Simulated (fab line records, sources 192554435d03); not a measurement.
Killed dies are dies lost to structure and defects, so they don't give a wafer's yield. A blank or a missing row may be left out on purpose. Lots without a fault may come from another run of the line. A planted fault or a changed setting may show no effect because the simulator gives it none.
fab line records | flow n5_finfet
record lots=7 wafers=39
route steps=1938 shown PMOS_HMC_CHANNEL_EPI@64 HKMG_FIN@386 BEOL_M0_SAQP@676 BEOL_M5@1132
start_h: hours from the record's first day to the start of the lot's first wafer shown | wait_h: hours since the lot's step before | " the same as in the row above | L1.1+2: a row that stands for several wafers | - no value, or no start given | * or withheld: withheld | < > ~ a bound
route shown NAME@n: a module of which the file shows steps, and the number in the route of the first | usual: mean/standard deviation of fault-free wafers | same: alike in all rows | chamber/n: place in a boat | sites: the reading at each site | _std_site: their standard deviation | _edge_site: outer sites' mean less inner sites' | radius_mm: how far each site lies from the wafer's centre | mask NAME#n: copy n | behind: the tool/chamber that last shaped the wafer | hold: why the lot was held/for how many hours/how that ended | device: the transistor (n, p or np) that didn't switch | end of line: the same wafers' tests at the end of the route | a step without rows: its recipe alone | killed: dies lost to structure and defects at the first sort, not the wafer's yield | map: a wafer's dies, x killed, . not, _ none there
set.NAME: the setting as run; set.NAME@STEP: as run at that earlier step | model.NAME: the simulator's own value behind a step, which no gauge read
lots whose settings were changed on purpose; a table a step, a row a wafer
## steps
# step N5_PMOS_HMC_CHANNEL_EPI_DEVELOP_08
# recipe develop_time_s=30 developer=TMAH resist=CAR-ArF-block dev_temp_c=23 rinse_liquid=diw dry=air_spin
# columns lot.wafer tool chamber start_h wait_h set.develop_time_s
L074.1+2+3+4+5+6 litho_track-02 0 - - 30
L075.1+3+6 litho_track-04 0 - - 30
L077.1+2+5 litho_track-02 0 - - 30
L077.3+4+6 " 0 " " 47.71
L084.1+3+5 litho_track-05 0 - - 30
L084.2+4+6 " 0 " " 21.52
L087.1+2+3+4+5+6 litho_track-02 0 - - 30
L090.1+5+6 litho_track-02 0 - - 30
L090.2+3+4 " 0 " " 36.48
L094.1+2+3 litho_track-02 0 - - 47.69
L094.4+5+6 " 0 " " 30
# step N5_PMOS_HMC_CHANNEL_EPI_CD_MEAS_09
# recipe target_cd_nm=237.4 landing_energy_ev=500 detector=se_inlens
# usual cd_nm=237.6/1.1
# columns lot.wafer tool chamber start_h wait_h set.develop_time_s@PMOS_HMC_CHANNEL_EPI_DEVELOP_08 cd_nm
L074.1 cd_sem-03 0 18.06 - 30 239.1
L074.2 " 0 " " 30 237.9
L074.3 " 0 " " 30 238.5
L074.4 " 0 " " 30 237.9
L074.5 " 0 " " 30 238.5
L074.6 " 0 " " 30 238.4
L075.1 cd_sem-03 0 23.31 - 30 237.7
L075.3 " 0 " " 30 239.1
L075.6 " 0 " " 30 236.8
L077.1 cd_sem-02 0 35.05 - 30 239.5
L077.2 " 0 " " 30 238.8
L077.3 " 0 " " 47.71 242.4
L077.4 " 0 " " 47.71 242.1
L077.5 " 0 " " 30 239.6
L077.6 " 0 " " 47.71 242.5
L084.1 cd_sem-03 0 77.66 - 30 237.4
L084.2 " 0 " " 21.52 234.7
L084.3 " 0 " " 30 237.1
L084.4 " 0 " " 21.52 235.5
L084.5 " 0 " " 30 236.1
L084.6 " 0 " " 21.52 235.5
L087.1 cd_sem-03 0 95.92 - 30 240.2
L087.2 " 0 " " 30 238.7
L087.3 " 0 " " 30 237.9
L087.4 " 0 " " 30 237.7
L087.5 " 0 " " 30 238.0
L087.6 " 0 " " 30 239.3
L090.1 cd_sem-03 0 114.16 - 30 239.3
L090.2 " 0 " " 36.48 239.8
L090.3 " 0 " " 36.48 239.7
L090.4 " 0 " " 36.48 239.1
L090.5 " 0 " " 30 239.0
L090.6 " 0 " " 30 238.6
L094.1 cd_sem-02 0 137.61 - 47.69 242.7
L094.2 " 0 " " 47.69 241.5
L094.3 " 0 " " 47.69 242.2
L094.4 " 0 " " 30 238.4
L094.5 " 0 " " 30 239.4
L094.6 " 0 " " 30 238.6
# step N5_PMOS_HMC_CHANNEL_EPI_DESCUM_14
# recipe chemistry=O2 time_s=7.9 source_power_w=50 bias_power_w=20 pressure_mtorr=20 rf_frequency_hz=2.712e+07 temp_c=40 resist=CAR-ArF-block o2_flow_sccm=225
# columns lot.wafer tool chamber start_h wait_h set.develop_time_s@PMOS_HMC_CHANNEL_EPI_DEVELOP_08 model.PMOS_HMC_CHANNEL_EPI.cd_nm
L074.1 rie_diel-05 1 18.15 0.0 30 239.1
L074.2 " 0 " " 30 237.7
L074.3 " 3 " " 30 238.9
L074.4+6 " 2,0 " " 30 238
L074.5 " 3 " " 30 238.7
L075.1 rie_diel-05 2 23.40 0.0 30 237.7
L075.3 " 1 " " 30 238.9
L075.6 " 3 " " 30 236.9
L077.1+5 rie_diel-01 0,3 35.15 0.0 30 239.5
L077.2 " 3 " " 30 238.9
L077.3 " 1 " " 47.71 242.2
L077.4 " 0 " " 47.71 242
L077.6 " 1 " " 47.71 242.5
L084.1 rie_diel-06 2 77.75 0.0 30 237.6
L084.2 " 1 " " 21.52 234.8
L084.3 " 0 " " 30 236.7
L084.4 " 3 " " 21.52 235.7
L084.5 " 0 " " 30 236.1
L084.6 " 1 " " 21.52 235.5
L087.1 rie_diel-05 1 96.09 0.1 30 240
L087.2 " 3 " " 30 238.9
L087.3 " 0 " " 30 237.8
L087.4 " 2 " " 30 237.7
L087.5 " 0 " " 30 238
L087.6 " 1 " " 30 239
L090.1 rie_diel-05 2 114.32 0.1 30 239.1
L090.2 " 3 " " 36.48 240
L090.3 " 1 " " 36.48 239.2
L090.4 " 0 " " 36.48 239.4
L090.5 " 2 " " 30 238.6
L090.6 " 3 " " 30 238.7
L094.1 rie_diel-05 1 137.70 0.0 47.69 242.4
L094.2 " 0 " " 47.69 241.3
L094.3 " 3 " " 47.69 242.3
L094.4 " 2 " " 30 238
L094.5 " 0 " " 30 239.1
L094.6 " 3 " " 30 238.8
# step N5_HKMG_FIN_HK_ALD_01
# recipe material=HfO2 target_thk_a=16 temp_c=withheld ald_precursor_family=HfCl4 ald_co_reactant=H2O pulse_time_s=3 purge_time_s=3 co_reactant_purge_time_s=2.5 co_reactant_pulse_time_s=0.3 ald_cycles=30
# columns lot.wafer tool chamber start_h wait_h set.ald_cycles model.HfO2_of_HKMG_FIN_HK_ALD_01.thk_nm
L074.1+5 ald_hk-03 2,1 70.19 0.0 47 2.4
L074.2+3+6 " 1,0,0 " " 30 1.6
L074.4 " 3 " " 47 2.6
L075.1+3+6 ald_hk-03 1,2,3 77.04 0.0 30 1.6
L077.1+2+3+4+5+6 ald_hk-01 0,3,1,2,3,2 91.09 0.1 30 1.6
L084.1+2+3+4+5+6 ald_hk-03 0,1,3,2,0,3 137.25 0.0 30 1.6
L087.1+3+6 ald_hk-03 0,1,1 151.27 0.0 47 2.4
L087.2+4+5 " 3,2,0 " " 30 1.6
L090.1+2+4 ald_hk-01 1,0,3 172.73 0.0 30 1.6
L090.3+5+6 " 2,3,2 " " 20 1
L094.1+4+5 ald_hk-03 2,3,1 192.66 0.0 47 2.6
L094.2+3+6 " 1,0,2 " " 30 1.6
# step N5_HKMG_FIN_HK_ANNEAL_02
# recipe temp_c=700 time_s=30 ambient=N2 idle_temp_c=600 ramp_up_c_per_s=150 ramp_down_c_per_s=60 cool_to_c=600
# step N5_HKMG_FIN_ALD_74
# recipe material=La2O3 target_thk_a=5 temp_c=250 ald_precursor_family=La-Cp ald_co_reactant=O3 pulse_time_s=6 co_reactant_pulse_time_s=1 purge_time_s=3 co_reactant_purge_time_s=3
# step N5_HKMG_FIN_WET_ETCH_82
# recipe chemistry=dHCl mix=1:10000 temp_c=25 target=La2O3 stop_on=HfO2 target_depth_nm=2 dry=ipa_marangoni rinse_time_s=30 rinse_temp_c=23
# step N5_HKMG_FIN_ALD_36
# recipe material=TiN target_thk_a=10 temp_c=400 ald_precursor_family=TiCl4 ald_co_reactant=NH3 pulse_time_s=1 purge_time_s=3 co_reactant_purge_time_s=2 co_reactant_pulse_time_s=2 ald_cycles=47 pressure_torr=3
# step N5_HKMG_FIN_THK_MEAS_70
# recipe thk_meas_gauge=xrf reads=HfO2_of_HKMG_FIN_HK_ALD_01
# usual HK_THK=1.559/0.019
# columns lot.wafer tool chamber start_h wait_h set.ald_cycles@HKMG_FIN_HK_ALD_01 HK_THK[nm]
L074.1 film_metro-02 - 73.95 0.2 47 2.475
L074.2 " - " " 30 1.560
L074.3 " - " " 30 1.562
L074.4 " - " " 47 2.454
L074.5 " - " " 47 2.456
L074.6 " - " " 30 1.557
L075.1 film_metro-01 - 80.43 0.2 30 1.549
L075.3 " - " " 30 1.565
L075.6 " - " " 30 1.567
L077.1 film_metro-02 - 95.04 0.2 30 1.593
L077.2 " - " " 30 1.541
L077.3 " - " " 30 1.552
L077.4 " - " " 30 1.599
L077.5 " - " " 30 1.579
L077.6 " - " " 30 1.600
L084.1 film_metro-02 - 140.94 0.2 30 1.526
L084.2 " - " " 30 1.526
L084.3 " - " " 30 1.562
L084.4 " - " " 30 1.552
L084.5 " - " " 30 1.568
L084.6 " - " " 30 1.534
L087.1 film_metro-01 - 154.98 0.2 47 2.429
L087.2 " - " " 30 1.586
L087.3 " - " " 47 2.426
L087.4 " - " " 30 1.576
L087.5 " - " " 30 1.552
L087.6 " - " " 47 2.437
L090.1 film_metro-02 - 176.58 0.2 30 1.583
L090.2 " - " " 30 1.572
L090.3 " - " " 20 1.030
L090.4 " - " " 30 1.565
L090.5 " - " " 20 1.021
L090.6 " - " " 20 1.046
L094.1 film_metro-01 - 196.52 0.2 47 2.462
L094.2 " - " " 30 1.560
L094.3 " - " " 30 1.567
L094.4 " - " " 47 2.461
L094.5 " - " " 47 2.454
L094.6 " - " " 30 1.553
# step N5_BEOL_M0_SAQP_SPACER2_ALD_26
# recipe material=SiO2 target_thk_a=150 temp_c=300 ald_precursor_family=BDEAS ald_co_reactant=O2-plasma pulse_time_s=1 purge_time_s=2 co_reactant_purge_time_s=2 pressure_torr=2
# columns lot.wafer tool chamber start_h wait_h set.target_thk_a model.SiO2_of_BEOL_M0_SAQP_SPACER2_ALD_26.thk_nm
L074.1 ald_sin-02 3 110.05 0.1 150 15.2
L074.2+6 " 0 " " 150 15
L074.3+4+5 " 1,2,1 " " 220.2 22
L075.1+3+6 ald_sin-03 2,1,1 116.30 0.1 150 15
L077.1+2+4 ald_sin-03 1,2,0 131.00 0.6 150 15
L077.3+5+6 " 0,1,2 " " 215.7 21.6
L084.1+4+6 ald_sin-02 2,0,3 175.93 0.2 120.8 12.2
L084.2+5 " 1,2 " " 150 15
L084.3 " 3 " " 150 15.2
L087.1+2+3 ald_sin-02 1,2,0 191.18 1.0 150 14.8
L087.4+5+6 " 3,3,0 " " 150 15
L090.1+2+5 ald_sin-02 2,3,3 211.78 0.1 233.4 23.4
L090.3+4+6 " 1,0,2 " " 150 15
L094.1+3+6 ald_sin-02 0,3,3 236.69 2.1 150 15
L094.2+4 " 2,1 " " 214 21.2
L094.5 " 0 " " 214 21.4
# step N5_BEOL_M0_SAQP_SPACER2_ETCHBACK_27
# recipe chemistry=CHF3/O2 mode=anisotropic_etchback target=SiO2 target_depth_a=225 time_s=11.25 pressure_mtorr=30 source_w=650 bias_w=170 Ar_flow_sccm=200 CHF3_flow_sccm=50 O2_flow_sccm=5 ion_energy_ev=200
# step N5_BEOL_M0_SAQP_MANDREL2_REMOVE_110
# recipe chemistry=HBr/Cl2/O2 bt_time_s=10 target=a-Si stop_on=SiCN endpoint=OES-SiCl over_etch_frac=1 icp_w=600 bias_w=30 HBr_flow_sccm=150 Cl2_flow_sccm=80 O2_flow_sccm=5 pressure_mtorr=10
# columns lot.wafer tool chamber start_h wait_h set.target_thk_a@BEOL_M0_SAQP_SPACER2_ALD_26 model.BEOL_M0_SAQP.cd_nm
L074.1 rie_si-03 1 110.71 0.1 150 15.4
L074.2+6 " 2 " " 150 15
L074.3 " 0 " " 220.2 22
L074.4+5 " 3,1 " " 220.2 22.2
L075.1 rie_si-05 2 116.93 0.1 150 15.2
L075.3 " 3 " " 150 15
L075.6 " 1 " " 150 14.8
L077.1+4 rie_si-03 1,3 131.63 0.1 150 15
L077.2 " 2 " " 150 14.8
L077.3+6 " 0,2 " " 215.7 21.4
L077.5 " 1 " " 215.7 21.6
L084.1+4 rie_si-01 1,0 176.70 0.1 120.8 12
L084.2+3 " 3,2 " " 150 15.2
L084.5 " 1 " " 150 15
L084.6 " 2 " " 120.8 12.4
L087.1+4 rie_si-03 3,0 191.82 0.1 150 15
L087.2+6 " 2 " " 150 14.8
L087.3+5 " 1 " " 150 15.2
L090.1+5 rie_si-05 0 212.42 0.1 233.4 23.2
L090.2 " 1 " " 233.4 23.6
L090.3 " 3 " " 150 14.8
L090.4+6 " 2,1 " " 150 15
L094.1 rie_si-05 0 237.34 0.1 150 14.8
L094.2+4 " 1,3 " " 214 21.2
L094.3 " 2 " " 150 15
L094.5 " 1 " " 214 21.4
L094.6 " 2 " " 150 15.2
# step N5_BEOL_M0_SAQP_CD_MEAS_29
# recipe target_cd_nm=14.4 landing_energy_ev=1000 detector=se_inlens
# usual cd_nm=15.02/0.24
# columns lot.wafer tool chamber start_h wait_h set.target_thk_a@BEOL_M0_SAQP_SPACER2_ALD_26 cd_nm
L074.1 cd_sem-03 0 110.82 0.1 150 15.52
L074.2 " 0 " " 150 14.81
L074.3 " 0 " " 220.2 22.34
L074.4 " 0 " " 220.2 22.31
L074.5 " 0 " " 220.2 22.18
L074.6 " 0 " " 150 14.89
L075.1 cd_sem-03 0 117.04 0.1 150 15.35
L075.3 " 0 " " 150 14.60
L075.6 " 0 " " 150 14.90
L077.1 cd_sem-03 0 131.74 0.1 150 14.97
L077.2 " 0 " " 150 14.82
L077.3 " 0 " " 215.7 21.44
L077.4 " 0 " " 150 14.75
L077.5 " 0 " " 215.7 21.52
L077.6 " 0 " " 215.7 21.40
L084.1 cd_sem-03 0 176.82 0.1 120.8 11.82
L084.2 " 0 " " 150 15.27
L084.3 " 0 " " 150 15.53
L084.4 " 0 " " 120.8 12.49
L084.5 " 0 " " 150 14.78
L084.6 " 0 " " 120.8 12.76
L087.1 cd_sem-02 0 191.93 0.1 150 15.11
L087.2 " 0 " " 150 14.55
L087.3 " 0 " " 150 15.08
L087.4 " 0 " " 150 15.18
L087.5 " 0 " " 150 15.12
L087.6 " 0 " " 150 15.11
L090.1 cd_sem-01 0 212.53 0.1 233.4 22.97
L090.2 " 0 " " 233.4 23.43
L090.3 " 0 " " 150 15.06
L090.4 " 0 " " 150 14.85
L090.5 " 0 " " 233.4 23.74
L090.6 " 0 " " 150 15.03
L094.1 cd_sem-02 0 237.45 0.1 150 14.57
L094.2 " 0 " " 214 21.40
L094.3 " 0 " " 150 14.89
L094.4 " 0 " " 214 21.38
L094.5 " 0 " " 214 21.13
L094.6 " 0 " " 150 14.92
# step N5_BEOL_M5_ETCH_62
# recipe chemistry=N2/H2 target=SOC target_depth_a=750 overetch_a=150 mask_material=SiARC temp_c=40 time_s=112.5 ion_energy_ev=200 pressure_mtorr=30 source_w=840 bias_w=150 n2_flow_sccm=200 h2_flow_sccm=200
# columns lot.wafer tool chamber start_h wait_h set.target_depth_a model.SiARC_of_BEOL_M5_COAT_60.thk_nm model.BEOL_M5.cd_nm
L075.1 rie_diel-01 0 178.10 0.0 750 6.8 27.6
L075.3 " 3 " " 750 6.6 27.6
L075.6 " 2 " " 750 6.4 28
L077.1+6 rie_diel-05 1,0 180.62 0.0 436.2 8.6 27.2
L077.2 " 0 " " 750 6.8 28
L077.3 " 2 " " 436.2 8.4 27.2
L077.4 " 3 " " 750 6.6 28
L077.5 " 3 " " 750 6.6 27.8
L074.1 rie_diel-06 3 180.72 0.0 750 6.8 28.2
L074.2 " 1 " " 750 7 28.4
L074.3 " 2 " " 593.2 7.6 27.8
L074.4 " 0 " " 593.2 8 28
L074.5 " 2 " " 750 6.6 28.2
L074.6 " 1 " " 593.2 7.8 28
L084.1+4 rie_diel-06 3,1 240.05 0.0 750 6.8 28.2
L084.2 " 2 " " 750 6.6 27.8
L084.3 " 0 " " 750 7 28
L084.5 " 3 " " 750 7 27.8
L084.6 " 0 " " 750 7 28.2
L087.1 rie_diel-06 2 258.12 0.0 750 6.6 28
L087.2 " 1 " " 982.4 5.6 28.8
L087.3 " 3 " " 982.4 5.6 28.6
L087.4 " 0 " " 982.4 5.8 28.8
L087.5 " 0 " " 750 7 28.2
L087.6 " 3 " " 750 7 28
L090.1 rie_diel-06 3 269.41 0.0 487.9 8.4 27.6
L090.2 " 2 " " 750 6.6 28.2
L090.3 " 0 " " 750 7 28.2
L090.4 " 3 " " 487.9 8.4 27.4
L090.5 " 2 " " 487.9 8.2 27.6
L090.6 " 0 " " 750 7 28.4
L094.1 rie_diel-01 0 302.25 0.0 633 7.6 28
L094.2 " 2 " " 750 6.6 28
L094.3 " 1 " " 633 7.8 27.6
L094.4 " 3 " " 633 7.4 27.8
L094.5 " 0 " " 750 7 27.8
L094.6 " 1 " " 750 7.2 27.8
# step N5_BEOL_M5_STRIP_63
# recipe chemistry=N2/H2 temp_c=40 n2_flow_sccm=200 h2_flow_sccm=200 rf_frequency_hz=6e+07
# step N5_BEOL_M5_STRIP_73
# recipe chemistry=N2/H2 temp_c=40 n2_flow_sccm=200 h2_flow_sccm=200 rf_frequency_hz=6e+07
# step N5_BEOL_M5_STRIP_64
# recipe chemistry=CF4 resist=SiARC power_w=300 bias_power_w=75 pressure_mtorr=50 cf4_flow_sccm=150 rf_frequency_hz=6e+07
# step N5_BEOL_M5_HM_OPEN_17
# recipe chemistry=Cl2/BCl3 target_depth_a=200 overetch_a=60 target=TiN mask_material=SOC ion_energy_ev=150 pressure_mtorr=10 icp_w=1000 bias_w=126 Cl2_flow_sccm=53.25 bcl3_flow_sccm=21.75 Ar_flow_sccm=25
# columns lot.wafer tool chamber start_h wait_h set.target_depth_a@BEOL_M5_ETCH_62 model.etch.depth_nm
L075.1 rie_metal-03 1 178.27 0.0 750 19.68
L075.3 " 1 " " 750 19.33
L075.6 " 1 " " 750 19.44
L077.1 rie_metal-01 0 180.79 0.0 436.2 19.75
L077.2 " 1 " " 750 19.88
L077.3 " 0 " " 436.2 19.66
L077.4 " 1 " " 750 20
L077.5 " 1 " " 750 19.9
L077.6 " 0 " " 436.2 19.74
L074.1 rie_metal-03 0 180.90 0.0 750 19.77
L074.2 " 1 " " 750 20.01
L074.3 " 0 " " 593.2 19.8
L074.4 " 1 " " 593.2 19.94
L074.5 " 0 " " 750 19.92
L074.6 " 1 " " 593.2 19.63
L084.1 rie_metal-02 0 240.22 0.0 750 19.49
L084.2 " 1 " " 750 19.46
L084.3 " 1 " " 750 19.58
L084.4 " 0 " " 750 19.54
L084.5 " 0 " " 750 19.48
L084.6 " 1 " " 750 19.62
L087.1 rie_metal-01 0 258.29 0.0 750 19.7
L087.2 " 1 " " 982.4 16.89
L087.3 " 0 " " 982.4 17.1
L087.4 " 1 " " 982.4 16.9
L087.5 " 1 " " 750 19.81
L087.6 " 0 " " 750 19.6
L090.1 rie_metal-03 0 269.58 0.0 487.9 20.02
L090.2 " 1 " " 750 19.95
L090.3 " 1 " " 750 19.88
L090.4 " 0 " " 487.9 19.87
L090.5 " 0 " " 487.9 20.12
L090.6 " 1 " " 750 19.69
L094.1 rie_metal-01 0 302.42 0.0 633 20.3
L094.2+5 " 1,0 " " 750 20.07
L094.3+4 " 0,1 " " 633 20.12
L094.6 " 1 " " 750 20.08
## key
split step=N5_PMOS_HMC_CHANNEL_EPI_DEVELOP_08 setting=develop_time_s stated=30 by=wafer
response step=N5_PMOS_HMC_CHANNEL_EPI_CD_MEAS_09 reading=cd_nm change=+0.0526 per=1% r=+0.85
response step=N5_PMOS_HMC_CHANNEL_EPI_DESCUM_14 reading=model.PMOS_HMC_CHANNEL_EPI.cd_nm change=+0.0525 per=1% r=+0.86
split step=N5_HKMG_FIN_HK_ALD_01 setting=ald_cycles stated=30 by=wafer
response step=N5_HKMG_FIN_HK_ALD_01 reading=model.HfO2_of_HKMG_FIN_HK_ALD_01.thk_nm change=+0.0159 per=1% r=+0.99
response step=N5_HKMG_FIN_THK_MEAS_70 reading=HK_THK change=+0.0157 per=1% r=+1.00
split step=N5_BEOL_M0_SAQP_SPACER2_ALD_26 setting=target_thk_a stated=150 by=wafer
response step=N5_BEOL_M0_SAQP_SPACER2_ALD_26 reading=model.SiO2_of_BEOL_M0_SAQP_SPACER2_ALD_26.thk_nm change=+0.149 per=1% r=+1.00
response step=N5_BEOL_M0_SAQP_MANDREL2_REMOVE_110 reading=model.BEOL_M0_SAQP.cd_nm change=+0.15 per=1% r=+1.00
response step=N5_BEOL_M0_SAQP_CD_MEAS_29 reading=cd_nm change=+0.152 per=1% r=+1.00
split step=N5_BEOL_M5_ETCH_62 setting=target_depth_a stated=750 by=wafer
response step=N5_BEOL_M5_ETCH_62 reading=model.SiARC_of_BEOL_M5_COAT_60.thk_nm change=-0.0429 per=1% r=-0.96
response step=N5_BEOL_M5_ETCH_62 reading=model.BEOL_M5.cd_nm change=+0.0184 per=1% r=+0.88
response step=N5_BEOL_M5_HM_OPEN_17 reading=model.etch.depth_nm shape=bent at_lowest=19.72 at_stated=19.75 at_highest=16.96
